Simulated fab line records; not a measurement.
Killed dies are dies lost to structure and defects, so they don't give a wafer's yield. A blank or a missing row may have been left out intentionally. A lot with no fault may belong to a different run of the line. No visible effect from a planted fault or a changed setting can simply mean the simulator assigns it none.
The tool behind it: which one? | flow nand-harc | route of 1302 steps, sampled at 1 step: 12 lots, 36 wafers

WHAT THE GAUGES READ, wafer by wafer
NHARC_P_STI_OCD_MEAS_43. Usual: trench-depth-nm 301 nm, standard deviation 5.6; trench-foot-cd-nm 159 nm, standard deviation 3.2.
lot  | measured     | on     | trench-depth-nm (nm) | trench-foot-cd-nm (nm) | flag
L748 | day 2 19:35  | ocd-01 | 303 291 299          | 160 164 161            |
L749 | day 3 06:28  | ocd-01 | 295 298 292          | 157 161 162            |
L750 | day 3 17:34  | ocd-02 | 306 305 297          | 154 159 162            |
L751 | day 4 02:59  | ocd-02 | 310 307 305          | 151 153 155            |
L752 | day 4 14:26  | ocd-02 | 298 306 310          | 155 158 161            |
L753 | day 4 22:53  | ocd-01 | 299 307 300          | 159 159 161            |
L756 | day 6 06:51  | ocd-02 | 293 302 299          | 162 163 161            |
L764 | day 9 11:55  | ocd-01 | 306 307 295          | 159 154 155            |
L766 | day 10 10:33 | ocd-02 | 306 305 308          | 156 158 155            |
L768 | day 11 06:40 | ocd-01 | 300 299 309          | 160 164 159            |
L770 | day 12 00:54 | ocd-02 | 298 297 295          | 155 155 156            |
L771 | day 12 15:38 | ocd-02 | 305 304 303          | 158 159 158            |

WHAT TOOL EACH LOT RAN ON (gives the tool, then ch and the chambers of the sampled wafers, and finally the start)
Before these readings, the record contains no process step.

WHAT THE TOOLS THEMSELVES READ (means of the sampled wafers that have a number; where no wafer has one, the mark that the record gives instead)
The record holds no such reading with a usual standard deviation.

THE ANSWER, worked out from the rows above alone
Rule: lot off if the mean of its wafers having a number is beyond 3 standard deviations from the usual mean. Also off: a lot with no number at a reading for which 4 or more lots have one. Where the step has rows for the other lots, those lots are counted as sound. After the gauges, taken in route order, come the tools' own readings; for these a lot's mean is taken, as printed above. The first step at which some lot is off is used, and at that step the reading that is off furthest; a lot without a number counts as furthest.
Across all readings shown, no lot is off: no conclusion can be drawn from this.

WHAT WAS PUT IN BY THE SIMULATOR
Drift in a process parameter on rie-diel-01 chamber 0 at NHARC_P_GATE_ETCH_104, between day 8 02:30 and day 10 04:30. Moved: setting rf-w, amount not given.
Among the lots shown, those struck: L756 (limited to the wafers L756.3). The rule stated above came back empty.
